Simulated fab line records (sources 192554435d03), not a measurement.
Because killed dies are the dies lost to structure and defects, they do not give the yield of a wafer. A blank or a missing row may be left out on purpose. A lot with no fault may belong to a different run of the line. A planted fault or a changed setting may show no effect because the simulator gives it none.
3 desks, one fault || flow n5-finfet || each desk holds nothing but its own numbers, with what lay behind them at the end

## AT THE TOOL OWNER'S DESK: ald-sin-04
The tool's own readings at N5_STI_FIN_REVEAL_ALD_00 (deposits SiO2, target thk 1 nm, pulse time 1 s): means of the sampled wafers that have a number, for each lot that ran on this tool. Marked OUT: a lot whose mean sits more than 4 standard deviations from the usual mean, which makes it out of limits; the brackets give that distance.
Columns: A = heater-power-w at N5_STI_FIN_REVEAL_ALD_00, usual 460 W; B = precursor-pulse-height-rel at N5_STI_FIN_REVEAL_ALD_00, usual 1.001
{"lot": "L944", "first seen here": "day 2 10:29", "A": 434, "B": 0.996}
{"lot": "L952", "first seen here": "day 4 09:59", "A": 424, "B": 0.976}
{"lot": "L965", "first seen here": "day 7 16:20", "A": 414, "B": 0.995}
This desk's verdict: no lot among the 3 shows anything out of limits.

## THE DEFECT DESK
Lot by lot, what the route's inspections counted, given as the mean of those sampled wafers with a number. Marked OUT: a lot whose mean sits more than 4 standard deviations from the usual mean, which makes it out of limits; the brackets give that distance.
Columns: A = raw-defect-count at N5_FIN_CUT_INSPECT_17, usual 258
{"lot": "L943", "first seen here": "day 2 03:17", "A": 180}
{"lot": "L944", "first seen here": "day 2 10:26", "A": 225}
{"lot": "L952", "first seen here": "day 4 09:57", "A": 328}
{"lot": "L963", "first seen here": "day 7 05:06", "A": 244}
{"lot": "L965", "first seen here": "day 7 16:11", "A": 198}
This desk's verdict: no lot among the 5 shows anything out of limits.

## FROM THE METROLOGY DESK
Lot by lot, what the gauges showed, no matter which tool ran the lot: averages of those sampled wafers that carry a number. Marked OUT: a lot whose mean sits more than 4 standard deviations from the usual mean, which makes it out of limits; the brackets give that distance. Only the readings that lie furthest out on some lot appear, 7 of the 10 it has.
Columns: A = DIBL_N at N5_BEOL_M4_RC_MEAS_101, usual 35.8 mV/V; B = IOFF_P at N5_BEOL_M4_RC_MEAS_101, usual 0.21 nA/um; C = ION_N at N5_BEOL_M4_RC_MEAS_101, usual 673 uA/um; D = ION_P at N5_BEOL_M4_RC_MEAS_101, usual 463 uA/um; E = SS_N at N5_BEOL_M4_RC_MEAS_101, usual 71.4 mV/dec; F = VT_N at N5_BEOL_M4_RC_MEAS_101, usual 250 mV; G = VT_P at N5_BEOL_M4_RC_MEAS_101, usual -250 mV
{"lot": "L944", "first seen here": "day 7 16:32", "A": 38.3, "B": 0.27, "C": 687, "D": 473, "E": 72.1, "F": 248, "G": -244}
{"lot": "L943", "first seen here": "day 7 17:29", "A": 36.3, "B": 0.23, "C": 674, "D": 464, "E": 71.4, "F": 252, "G": -248}
{"lot": "L952", "first seen here": "day 10 00:31", "A": 36.8, "B": 0.21, "C": 672, "D": 461, "E": 71.8, "F": 252, "G": -250}
{"lot": "L963", "first seen here": "day 12 22:05", "A": 33.9, "B": 0.17, "C": 662, "D": 460, "E": 70.9, "F": 254, "G": -253}
{"lot": "L965", "first seen here": "day 14 08:47", "A": 35.2, "B": 0.20, "C": 668, "D": 459, "E": 71.1, "F": 254, "G": -250}
This desk's verdict: no lot among the 5 shows anything out of limits.

## TAKEN TOGETHER
The tool owner's desk saw nothing out of limits.
The defect desk saw nothing out of limits.
At the metrology desk, nothing out of limits was observed.

## WHAT HAD BEEN PUT IN BY THE SIMULATOR
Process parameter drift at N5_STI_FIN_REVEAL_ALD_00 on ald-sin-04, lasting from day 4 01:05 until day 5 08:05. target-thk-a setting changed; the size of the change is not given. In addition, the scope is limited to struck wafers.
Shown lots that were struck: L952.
